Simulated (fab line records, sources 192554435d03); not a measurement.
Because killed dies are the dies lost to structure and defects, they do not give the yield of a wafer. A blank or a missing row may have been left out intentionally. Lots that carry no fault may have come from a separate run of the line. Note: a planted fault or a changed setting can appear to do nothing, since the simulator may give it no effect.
Code-filled problem report in 8D (eight disciplines) form :: flow n5-finfet :: the parts of the form that need people (team, actions taken, sign-off) are left out

1. THE ISSUE
A mean of 233 nm is read at N5_BEOL_M12_OCD_MEAS_35 for trench-depth-nm, taken on 1 wafer of 1 lot, against 322 nm (standard deviation 5.3) on wafers free of any fault. Measured from the usual mean, that is -17 standard deviations.
Earliest sighting: wafer L692.5 on ocd-01 at day 15 19:25. At this step, 19 wafers from 7 lots have a number in the record. Rule for "out" (also "out of limits"): further than 4 standard deviations from the usual mean. All remaining wafers that have a number are taken as sound.

2. WHAT THIS IS AND IS NOT
question: which readings at this step
is: trench-depth-nm
is not: -

question: which lots
is: L692
is not: L679, L684, L685, L696, L700, L701

question: which wafers of those lots
is: L692.5
is not: L692.1

question: read on which gauges
is: ocd-01
is not: ocd-02

question: when
is: from day 15 19:25
is not: up to then (9 sound wafers); but 9 sound wafers of L696, L700, L701 came after

3. WHAT RULES OUT EACH SUSPECT
Counting: any tool at a process step up to the reading remains a suspect provided it ran every lot that is out. Sound lots after the first of them don't rule it out here, since some wafers of a struck lot are sound.
- the gauge at N5_BEOL_M12_OCD_MEAS_35 has been ruled out. All the wafers that are out were read on ocd-01, but those of them that N5_BEOL_M12_THK_MEAS_50 has rows for are out there too, on other tools.
- rie-diel-04 at N5_BEOL_M12_TRENCH_ETCH_34 (etches SiOC in C4F8/O2/Ar, target depth 318.95 nm, time 125.5 s): kept. The lot that is out, L692, ran on it at day 15 19:16; the last sound lot it ran before that was L685, at day 13 12:46.
After counting, what remains is rie-diel-04 at N5_BEOL_M12_TRENCH_ETCH_34.

4. THE CAUSE (what the simulator had put in)
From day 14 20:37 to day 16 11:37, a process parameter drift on rie-diel-04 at N5_BEOL_M12_TRENCH_ETCH_34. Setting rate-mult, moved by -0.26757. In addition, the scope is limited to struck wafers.
Only this tool survived the counting.

5. THE EFFECT CHAIN, in route order
Rows list readings where the struck wafers' mean (over those with a number) sits beyond 3 standard deviations from the usual. Only readings for which the record gives a usual standard deviation are gone through. hours: the time from each lot's start at the first step in this table that gives one to its start at this step, as a median over the lots. sigmas: the change in usual standard deviations.
hours: 0
step: N5_BEOL_M12_TRENCH_ETCH_34
reading: oes-product-au
usual: 0.81 a.u.
on struck wafers: 0.56
change: -0.25
sigmas: -3.7

hours: 0
step: N5_BEOL_M12_OCD_MEAS_35
reading: trench-depth-nm
usual: 322 nm
on struck wafers: 233
change: -89
sigmas: -17

hours: 3
step: N5_BEOL_M12_THK_MEAS_50
reading: M12_THK
usual: 336 nm
on struck wafers: 243
change: -93
sigmas: -15

hours: 3
step: N5_BEOL_M12_RS_MEAS_54
reading: M12_RS
usual: 0.0593 ohm/sq
on struck wafers: 0.0838
change: +0.0245
sigmas: +22

hours: 27
step: N5_BEOL_M15_RC_MEAS_101
reading: SERP_M12
usual: 0.626 ohm/um
on struck wafers: 0.938
change: +0.312
sigmas: +18

hours: 27
step: N5_BEOL_M15_RC_MEAS_101
reading: SERP_M12_max_site
usual: 0.639 ohm/um
on struck wafers: 0.966
change: +0.327
sigmas: +18

hours: 43
step: N5_PASSIVATION_PROBE_49
reading: sort_bin_4_leakage
usual: 0.00 %
on struck wafers: 0.08
change: +0.08
sigmas: +8.0

hours: 43
step: N5_PASSIVATION_PROBE_49
reading: sort_bin_8_speed
usual: 0.00 %
on struck wafers: 0.34
change: +0.34
sigmas: +13
Process steps it contains:
- N5_BEOL_M12_TRENCH_ETCH_34: etches SiOC in C4F8/O2/Ar, target depth 318.95 nm, time 125.5 s.
- N5_PASSIVATION_PROBE_49

6. HOW IT WOULD HAVE BEEN CAUGHT EARLIER
The first out-of-limits reading at a measuring or inspecting step in this record came at day 15 19:25, 23 hours after the fault's start at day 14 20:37.
No tool reading at N5_BEOL_M12_TRENCH_ETCH_34 that has a usual standard deviation in the record was out on any struck wafer, so an alarm limit of 4 standard deviations on those readings would not have fired.
The start of N5_BEOL_M12_TRENCH_ETCH_34 on rie-diel-04 came by day 15 19:25 for every one of the lots that are out (1). A hold on the tool at that time would have spared none of them.
